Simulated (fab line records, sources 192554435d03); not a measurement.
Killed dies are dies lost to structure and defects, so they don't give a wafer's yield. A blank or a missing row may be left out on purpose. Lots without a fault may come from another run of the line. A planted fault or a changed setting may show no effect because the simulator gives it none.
Chamber matching | flow n5_finfet | N5_BEOL_M3_DEP_57 on pecvd-03: 3 sister chambers
The step deposits SiCN from 3MS/NH3, target thk 8 nm, time 14 s. 14 wafers are shown with their chamber, then 7 later ones without.

WAFERS WITH THEIR CHAMBER
wafer  | chamber | showerhead_plenum_p_Torr (Torr) | throttle_valve_pct (%)
L074.1 | 0       | 3.697                           | 8.6
L074.4 | 1       | 3.675                           | 9.4
L074.6 | 2       | 3.638                           | 8.5
L078.2 | 0       | 3.692                           | 9.0
L078.4 | 1       | 3.669                           | 9.8
L078.6 | 2       | 3.631                           | 8.6
L091.1 | 1       | 3.673                           | 9.5
L091.2 | 0       | 3.680                           | 9.2
L091.3 | 2       | 3.643                           | 9.0
L096.2 | 0       | 3.684                           | 8.9
L096.4 | 2       | 3.647                           | 8.8
L096.6 | 0       | 3.692                           | 9.1
L092.3 | 0       | 3.681                           | 9.1
L092.5 | 2       | 3.648                           | 8.7

SIGNATURES (means of the wafers above)
reading                  | chamber 0 | chamber 1 | chamber 2 | scatter within a chamber
showerhead_plenum_p_Torr | 3.68767   | 3.67233   | 3.64140   | 0.00645
throttle_valve_pct       | 8.983     | 9.567     | 8.720     | 0.205
Rule: a wafer's distance from a chamber is the root of the sum, over the readings, of the square of ((its reading less the chamber's mean) divided by the reading's scatter). The wafer belongs to the nearest chamber; if the next one is less than 2 further off, it can't be placed. The scatter: the root of (the sum of the squares of (reading less its chamber's mean) over the shown wafers, divided by (wafers less chambers)).

WAFERS WITHOUT THEIR CHAMBER
wafer  | showerhead_plenum_p_Torr (Torr) | throttle_valve_pct (%)
L092.6 | 3.684                           | 8.9
L095.1 | 3.665                           | 9.6
L095.3 | 3.694                           | 9.0
L095.4 | 3.641                           | 8.8
L097.1 | 3.677                           | 9.2
L097.5 | 3.643                           | 8.8
L097.6 | 3.693                           | 9.1

WHICH CHAMBER EACH WENT THROUGH
wafer  | from the rows above     | in truth
L092.6 | 0                       | 0
L095.1 | 1                       | 1
L095.3 | 0                       | 0
L095.4 | 2                       | 2
L097.1 | can't be placed: 1 or 0 | 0
L097.5 | 2                       | 2
L097.6 | 0                       | 0
Placed correctly: 6 of 7. Can't be placed from these rows: 1 (the true chamber is among the candidates in 1). Placed wrongly: 0.
